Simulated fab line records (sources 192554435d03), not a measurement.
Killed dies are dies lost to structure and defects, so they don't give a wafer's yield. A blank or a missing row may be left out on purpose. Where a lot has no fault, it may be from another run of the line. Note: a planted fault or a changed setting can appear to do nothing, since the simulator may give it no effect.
fab line records + flow n5Finfet
[record]
- lots = 4
- wafers = 12
- lastDay = 17
route steps=1938 shown BEOL_M7@1279 PASSIVATION@1936
lots that met no fault: from a run of the same line without faults
startH: the number of hours between the record's first day and the start of the first shown wafer of the lot + waitH: hours since the lot's step before + " repeats the value in the row above + L1.1+2: a single row standing in for several wafers + - value missing, or start not given + * or withheld: withheld + < > ~ a bound
route shown NAME@n: names a module that has steps shown in the file, with the first one's number in the route + usual: average and standard deviation across the fault-free wafers + same: alike in all rows + chamber/n: place in a boat + sites: the reading at each site + _std_site: how widely they spread, as a standard deviation + _edge_site: outer sites' mean less inner sites' + radiusMm: how far each site lies from the wafer's centre + mask NAME#n: copy n + behind: the most recent tool/chamber to have shaped the wafer + hold: cause of the lot's hold/its duration in hours/its outcome + device: which transistor (n, p or np) failed to switch + end of line: tests run on the same wafers once the route is complete + step lacking rows: just its recipe + killed: count of dies lost to structure and defects at first sort (not the wafer's yield) + map: dies across one wafer; x = killed, . = not, _ = none there
set.NAME: setting as actually run; set.NAME@STEP: the setting as run at that earlier step + model.NAME: the simulator's own value behind a step, which no gauge read
a table for each step, a row for each wafer; lots at some steps of the route
services: from which hour (startH, from the record's first day; less than 0 if before it) a tool's chamber was out of use, for how many hours, and why
[[steps]]
[step N5_BEOL_M7_DESCUM_16]
[recipe]
- chemistry = O2
- timeS = 7.9
- sourcePowerW = 50
- biasPowerW = 20
- pressureMtorr = 20
- rfFrequencyHz = 2.712e+07
- tempC = 40
- resist = CAR-ArF
- o2FlowSccm = 225
[step N5_BEOL_M7_ETCH_61]
[recipe]
- chemistry = CF4
- target = SiARC
- targetDepthA = 455
- maskMaterial = CAR-ArF
- timeS = 75.8
- ionEnergyEv = 80
- pressureMtorr = 40
- sourceW = 545
- biasW = 36
- Ar_flow_sccm = 100
- cf4FlowSccm = 100
- ends = cleared
[step N5_BEOL_M7_ETCH_62]
[recipe]
- chemistry = N2/H2
- target = SOC
- targetDepthA = 1100
- overetchA = 220
- maskMaterial = SiARC
- tempC = 40
- timeS = 165
- ionEnergyEv = 200
- pressureMtorr = 30
- sourceW = 840
- biasW = 150
- n2FlowSccm = 200
- h2FlowSccm = 200
[step N5_BEOL_M7_STRIP_68]
[recipe]
- chemistry = N2/H2
- tempC = 40
- n2FlowSccm = 200
- h2FlowSccm = 200
- rfFrequencyHz = 6e+07
[step N5_BEOL_M7_STRIP_67]
[recipe]
- chemistry = CF4
- resist = SiARC
- powerW = 300
- biasPowerW = 75
- pressureMtorr = 50
- cf4FlowSccm = 150
- rfFrequencyHz = 6e+07
[step N5_BEOL_M7_HM_OPEN_17]
[recipe]
- chemistry = Cl2/BCl3
- targetDepthA = 200
- overetchA = 60
- target = TiN
- maskMaterial = SOC
- ionEnergyEv = 150
- pressureMtorr = 10
- icpW = 1000
- biasW = 126
- Cl2_flow_sccm = 53.25
- bcl3FlowSccm = 21.75
- Ar_flow_sccm = 25
[step N5_BEOL_M7_STRIP_19]
[recipe]
- chemistry = O2
- powerW = 400
- tempC = 40
- pressureMtorr = 30
- rfFrequencyHz = 6e+07
- biasPowerW = 0
- overashFraction = 0.2
- o2FlowSccm = 225
[step N5_BEOL_M7_COAT_63]
[recipe]
- resist = SOC
- tempC = 250
- timeS = 60
- spinRpm = 1500
- resistThkNm = 60
[step N5_BEOL_M7_COAT_64]
[recipe]
- resist = SiARC
- tempC = 220
- timeS = 60
- spinRpm = 1500
- resistThkNm = 12
[step N5_BEOL_M7_COAT_71]
[recipe]
- resist = underlayer
- tempC = 205
- timeS = 60
- spinRpm = 1500
- resistThkNm = 5
[usual]
- exhaustPa = 44.8/0.88
- plateTempC = 205.00/0.15
- spinSpeedRpm = 1500.0/1
| lot.wafer | tool          | chamber | startH | waitH | exhaustPa | plateTempC | spinSpeedRpm |
|-----------|---------------|---------|--------|-------|-----------|------------|--------------|
| L451.1    | lithoTrack-02 | 0       | 234.50 | -     | 45.7      | 205.06     | 1332.1       |
| L451.2    | "             | 0       | "      | "     | 45.2      | 205.08     | 1331.4       |
| L451.5    | "             | 0       | "      | "     | 45.4      | 205.05     | 1331.4       |
| L453.2    | lithoTrack-02 | 0       | 238.07 | -     | 43.2      | 204.86     | 1331.9       |
| L453.4    | "             | 0       | "      | "     | 45.0      | 205.07     | 1330.7       |
| L453.6    | "             | 0       | "      | "     | 45.0      | 205.27     | 1329.8       |
| L460.1    | lithoTrack-03 | 0       | 288.45 | -     | 45.4      | 204.95     | 1500.5       |
| L460.2    | "             | 0       | "      | "     | 46.2      | 204.82     | 1501.3       |
| L460.5    | "             | 0       | "      | "     | 44.5      | 204.86     | 1499.5       |
| L464.2    | lithoTrack-02 | 0       | 314.99 | -     | 44.5      | 204.99     | 1500.2       |
| L464.3    | "             | 0       | "      | "     | 45.8      | 205.05     | 1496.9       |
| L464.5    | "             | 0       | "      | "     | 44.4      | 205.25     | 1499.5       |
[step N5_BEOL_M7_COAT_22]
[recipe]
- resist = CAR-EUV
- spinRpm = 1500
- resistThkNm = 30
[step N5_BEOL_M7_EBR_24]
[recipe]
- solvent = PGMEA
- ebrWidthMm = 1.5
[step N5_BEOL_M7_SOFTBAKE_23]
[recipe]
- tempC = 110
- timeS = 60
- resist = CAR-EUV
[step N5_BEOL_M7_EXPOSE_25]
[recipe]
- maskId = V6
- na = 0.33
- sourceShape = annular
- sigmaInner = 0.4
- sigmaOuter = 0.8
- polarization = unpolarized
- targetCdNm = 40
- doseMj = 42.5
[step N5_BEOL_M7_PEB_26]
[recipe]
- pebTempC = 100
- pebTimeS = 60
- resist = CAR-EUV
[step N5_BEOL_M7_DEVELOP_27]
[recipe]
- developTimeS = 30
- developer = TMAH
- resist = CAR-EUV
- rinseLiquid = surfactantRinse
- dry = airSpin
- devTempC = 23
[step N5_BEOL_M7_DESCUM_33]
[recipe]
- chemistry = O2
- timeS = 7
- sourcePowerW = 50
- biasPowerW = 20
- pressureMtorr = 20
- rfFrequencyHz = 2.712e+07
- tempC = 40
- resist = CAR-EUV
- o2FlowSccm = 225
[step N5_BEOL_M7_ETCH_72]
[recipe]
- chemistry = N2/H2
- target = underlayer
- targetDepthA = 65
- maskMaterial = CAR-EUV
- timeS = 5.2
- ionEnergyEv = 200
- pressureMtorr = 30
- sourceW = 840
- biasW = 150
- n2FlowSccm = 200
- h2FlowSccm = 200
- ends = cleared
[usual]
- drypumpMotorCurrentA = 5.7/0.34
- etchRfOnTimeS = 5.18/0.067
- h2FlowSccm = 200.1/0.57
- oesProductAu = 0.66/0.06
- rfVppV = 523/3.1
- showerheadPlenumPTorr = 2.53/0.1
- throttleValvePct = 17.88/0.25
| lot.wafer | tool       | chamber | startH | waitH | drypumpMotorCurrentA | etchRfOnTimeS | h2FlowSccm | oesProductAu | rfHoursCounterH | rfVppV | showerheadPlenumPTorr | throttleValvePct | model.CAR-EUV_of_BEOL_M7_COAT_22.thkNm | model.etch.depthNm |
|-----------|------------|---------|--------|-------|----------------------|---------------|------------|--------------|-----------------|--------|-----------------------|------------------|----------------------------------------|--------------------|
| L451.1    | rieDiel-02 | 2       | 235.07 | 0.0   | 5.5                  | 5.51          | 200.2      | 0.65         | 128             | 519    | 2.45                  | 17.71            | 20                                     | 5.31               |
| L451.2    | "          | 3       | "      | "     | 5.5                  | 5.57          | 200.8      | 0.62         | 177             | 524    | 2.53                  | 17.99            | 20                                     | 5.298              |
| L451.5    | "          | 3       | "      | "     | 5.5                  | 5.62          | 199.2      | 0.63         | -               | 523    | 2.53                  | 18.00            | 20                                     | 5.291              |
| L453.2    | rieDiel-05 | 3       | 238.49 | 0.0   | 5.6                  | 5.43          | 200.1      | 0.76         | 31              | 521    | 2.49                  | 17.81            | 20                                     | 5.29               |
| L453.4    | "          | 1       | "      | "     | 5.2                  | 5.41          | 199.6      | 0.73         | 39              | 523    | 2.48                  | 17.77            | 20                                     | 5.295              |
| L453.6    | "          | 2       | "      | "     | 6.0                  | 5.50          | 200.5      | 0.60         | -               | 524    | 2.62                  | 17.61            | 19.8                                   | 5.283              |
| L460.1    | rieDiel-06 | 2       | 289.18 | 0.0   | 5.9                  | 5.16          | 198.9      | 0.61         | 197             | 519    | 2.42                  | 18.31            | 20.2                                   | 4.982              |
| L460.2    | "          | 3       | "      | "     | 5.3                  | 5.08          | 200.1      | 0.76         | 33              | 529    | 2.69                  | 17.42            | 20.4                                   | 4.969              |
| L460.5    | "          | 1       | "      | "     | 5.9                  | 5.04          | 198.8      | 0.63         | -               | 517    | 2.34                  | 18.26            | 20.4                                   | 4.973              |
| L464.2    | rieDiel-05 | 1       | 315.41 | 0.0   | 5.2                  | 5.20          | 201.1      | 0.69         | 64              | 522    | 2.47                  | 17.81            | 20.4                                   | 4.977              |
| L464.3    | "          | 3       | "      | "     | 5.6                  | 5.15          | 200.1      | 0.73         | 56              | 524    | 2.48                  | 17.84            | 20.4                                   | 4.977              |
| L464.5    | "          | 0       | "      | "     | 6.2                  | 5.16          | 200.1      | 0.59         | -               | 526    | 2.52                  | 17.93            | 20.4                                   | 4.985              |
[step N5_BEOL_M7_ETCH_65]
[recipe]
- chemistry = CF4
- target = SiARC
- targetDepthA = 156
- maskMaterial = CAR-EUV
- timeS = 26
- ionEnergyEv = 80
- pressureMtorr = 40
- sourceW = 545
- biasW = 36
- Ar_flow_sccm = 100
- cf4FlowSccm = 100
- ends = cleared
[usual]
- drypumpMotorCurrentA = 5.7/0.34
- etchRfOnTimeS = 25.9/0.31
- oesProductAu = 0.67/0.061
- rfVppV = 183.9/1.4
- showerheadPlenumPTorr = 2.13/0.083
- throttleValvePct = 15.66/0.23
| lot.wafer | tool       | chamber | startH | waitH | drypumpMotorCurrentA | etchRfOnTimeS | oesProductAu | rfHoursCounterH | rfVppV | showerheadPlenumPTorr | throttleValvePct | model.CAR-EUV_of_BEOL_M7_COAT_22.thkNm |
|-----------|------------|---------|--------|-------|----------------------|---------------|--------------|-----------------|--------|-----------------------|------------------|----------------------------------------|
| L451.1    | rieDiel-02 | 2       | 235.10 | 0.0   | 5.5                  | 25.9          | 0.66         | 128             | 183.5  | 2.06                  | 15.51            | 10.8                                   |
| L451.2    | "          | 3       | "      | "     | 5.5                  | 26.0          | 0.63         | 177             | 184.0  | 2.13                  | 15.79            | 10.8                                   |
| L451.5    | "          | 3       | "      | "     | 5.5                  | 26.3          | 0.63         | -               | 183.3  | 2.13                  | 15.77            | 10.8                                   |
| L453.2    | rieDiel-05 | 3       | 238.51 | 0.0   | 5.5                  | 25.5          | 0.77         | 31              | 183.9  | 2.10                  | 15.40            | 10.8                                   |
| L453.4    | "          | 1       | "      | "     | 5.2                  | 25.3          | 0.74         | 39              | 183.3  | 2.10                  | 15.57            | 10.6                                   |
| L453.6    | "          | 2       | "      | "     | 6.0                  | 26.0          | 0.60         | -               | 184.9  | 2.20                  | 15.51            | 10.6                                   |
| L460.1    | rieDiel-06 | 2       | 289.19 | 0.0   | 5.9                  | 26.1          | 0.60         | 197             | 180.9  | 2.04                  | 16.03            | 11                                     |
| L460.2    | "          | 3       | "      | "     | 5.3                  | 25.7          | 0.77         | 33              | 186.3  | 2.27                  | 15.26            | 11.2                                   |
| L460.5    | "          | 1       | "      | "     | 5.9                  | 25.6          | 0.63         | -               | 182.8  | 1.98                  | 16.08            | 11.2                                   |
| L464.2    | rieDiel-05 | 1       | 315.42 | 0.0   | 5.2                  | 25.6          | 0.71         | 64              | 183.1  | 2.09                  | 15.59            | 11.2                                   |
| L464.3    | "          | 3       | "      | "     | 5.5                  | 25.5          | 0.74         | 56              | 183.0  | 2.10                  | 15.46            | 11.2                                   |
| L464.5    | "          | 0       | "      | "     | 6.2                  | 25.5          | 0.60         | -               | 183.0  | 2.13                  | 15.71            | 11.4                                   |
[step N5_BEOL_M7_ETCH_66]
[recipe]
- chemistry = N2/H2
- target = SOC
- targetDepthA = 800
- overetchA = 160
- maskMaterial = SiARC
- tempC = 40
- timeS = 120
- ionEnergyEv = 200
- pressureMtorr = 30
- sourceW = 840
- biasW = 150
- n2FlowSccm = 200
- h2FlowSccm = 200
[step N5_PASSIVATION_PROBE_49]
[usual]
- defectLimitedYield = 91.2/1.5
- killed_at_M0_to_M3 = 32/9.6
- killed_at_M4_up = 13/5.3
- killedAtContacts = 13/6.7
- killedAtFrontEnd = 42/11
- killedAtOther = 3.8/2.9
- killedDies = 103/17
- killedOpen = 67/13
- killedShort = 35/7.9
- sort_bin_5_function = 5.2/0.94
- sort_bin_6_memory = 3.3/0.64
- sortNPass = 1077/17
- sortYieldPct = 91.2/1.5
[same]
- grossDies = 1180
- killedAtBackSide = 0
- sort_bin_4_leakage[%] = 0
- sort_bin_8_speed[%] = 0
| lot.wafer | tool      | chamber | startH | waitH | defectLimitedYield[%] | killed_at_M0_to_M3 | killed_at_M4_up | killedAtContacts | killedAtFrontEnd | killedAtOther | killedDies | killedOpen | killedShort | sort_bin_5_function[%] | sort_bin_6_memory[%] | sortNPass | sortYieldPct[%] |
|-----------|-----------|---------|--------|-------|-----------------------|--------------------|-----------------|------------------|------------------|---------------|------------|------------|-------------|------------------------|----------------------|-----------|-----------------|
| L451.1    | prober-01 | -       | 318.37 | 0.0   | 92.8                  | 29                 | 15              | 13               | 27               | 1             | 85         | 58         | 24          | 4.3                    | 2.4                  | 1095      | 92.8            |
| L451.2    | prober-01 | -       | 318.42 | 0.1   | 91.9                  | 29                 | 5               | 12               | 41               | 8             | 95         | 56         | 35          | 4.9                    | 2.6                  | 1085      | 91.9            |
| L451.5    | prober-01 | -       | 318.57 | 0.2   | 93.4                  | 35                 | 8               | 9                | 23               | 3             | 78         | 53         | 23          | 3.6                    | 2.5                  | 1102      | 93.4            |
| L464.2    | prober-02 | -       | 412.32 | 0.1   | 93.2                  | 22                 | 11              | 15               | 31               | 1             | 80         | 58         | 22          | 4.6                    | 2.0                  | 1100      | 93.2            |
| L464.3    | prober-02 | -       | 412.37 | 0.1   | 92.3                  | 29                 | 11              | 5                | 45               | 1             | 91         | 63         | 28          | 4.0                    | 3.6                  | 1089      | 92.3            |
| L464.5    | prober-02 | -       | 412.47 | 0.2   | 93.4                  | 33                 | 13              | 10               | 22               | 0             | 78         | 49         | 28          | 3.6                    | 2.6                  | 1102      | 93.4            |
// killed by level:class
L451.1 MOL_CONTACT_COAG:geometricParticle:open=11 FIN_SAQP:geometricParticle:open=7 GATE_CUT:geometricParticle:short=6 BEOL_M3:geometricParticle:open=6 BEOL_M2:geometricParticle:open=5 BEOL_M0_SAQP:geometricParticle:open=4 DUMMY_GATE:geometricParticle:open=3 BEOL_M0_SAQP:geometricParticle:short=3
L451.2 FIN_SAQP:geometricParticle:open=11 MOL_CONTACT_COAG:geometricParticle:open=11 FIN_SAQP:geometricParticle:short=8 BEOL_M0:geometricParticle:open=5 BEOL_M3:geometricParticle:open=5 STARTING-WAFER:geometricParticle:open=5 BEOL_M1:geometricParticle:short=4 GATE_CUT:geometricParticle:open=3
L451.5 FIN_SAQP:geometricParticle:open=9 BEOL_M1:geometricParticle:open=9 BEOL_M2:geometricParticle:open=9 BEOL_M0_SAQP:geometricParticle:open=6 MOL_CONTACT_COAG:geometricParticle:open=5 BEOL_M0_SAQP:geometricParticle:short=5 MOL_CONTACT_COAG:geometricParticle:short=4 BEOL_M3:geometricParticle:open=4
L464.2 MOL_CONTACT_COAG:geometricParticle:open=11 DUMMY_GATE:geometricParticle:open=7 BEOL_M4:geometricParticle:open=7 STI_FIN_REVEAL:geometricParticle:open=5 BEOL_M0_SAQP:geometricParticle:open=5 GATE_CUT:geometricParticle:open=4 MOL_CONTACT_COAG:geometricParticle:short=4 BEOL_M3:geometricParticle:open=4
L464.3 DUMMY_GATE:geometricParticle:open=10 BEOL_M0_SAQP:geometricParticle:open=9 STI_FIN_REVEAL:geometricParticle:open=8 GATE_CUT:geometricParticle:open=6 GATE_CUT:geometricParticle:short=6 BEOL_M0_SAQP:geometricParticle:short=6 BEOL_M2:geometricParticle:open=6 ILD0:geometricParticle:open=5
L464.5 BEOL_M0_SAQP:geometricParticle:open=16 BEOL_M0_SAQP:geometricParticle:short=12 MOL_CONTACT_COAG:geometricParticle:open=7 FIN_SAQP:geometricParticle:open=5 GATE_CUT:geometricParticle:short=4 BEOL_M4:geometricParticle:open=4 FIN_SAQP:geometricParticle:short=3 DUMMY_GATE:geometricParticle:open=3
[[services]]
| tool          | chamber | startH | hours | kind                        |
|---------------|---------|--------|-------|-----------------------------|
| rieDiel-02    | -       | 211.42 | 0.1   | repair                      |
| lithoTrack-02 | -       | 213.56 | -     | consumableReplace:filter    |
| rieDiel-02    | 0       | 219.73 | -     | clean                       |
| rieDiel-02    | 0       | 219.73 | -     | consumableReplace:focusRing |
| rieDiel-02    | 0       | 219.73 | 32.4  | scheduledDown               |
| rieDiel-02    | 0       | 219.73 | 32.4  | ventCycle                   |
| rieDiel-02    | 1       | 234.79 | 10.1  | repair                      |
| rieDiel-05    | 0       | 290.58 | 14.1  | repair                      |
[[key]]
[firstSign]
- step = N5_BEOL_M7_COAT_71
- reading = spinSpeedRpm
- direction = down
- sigmas = 99+
- usual = *
- struck = *
[effect]
- step = N5_BEOL_M7_ETCH_72
- reading = etchRfOnTimeS
- direction = up
- sigmas = 5
- usual = *
- struck = *
[modelEffect]
- step = N5_BEOL_M7_ETCH_72
- value = CAR-EUV_of_BEOL_M7_COAT_22.thkNm
- without = 20.3
- struck = 19.97
[modelEffect]
- step = N5_BEOL_M7_ETCH_65
- value = CAR-EUV_of_BEOL_M7_COAT_22.thkNm
- without = 11.13
- struck = 10.73
metAt N5_BEOL_M7_COAT_71
struckWafers L451.1,L451.2,L451.5,L453.2,L453.4,L453.6
[fault]
- kind = processParameterDrift
- tool = lithoTrack-02
- chamber = -
- onsetH = 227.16
- steps = N5_BEOL_M7_COAT_71
- channel = spinRpm
- offset = *
- shape = step
- endH = 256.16
- actsIn = *
- stated = *
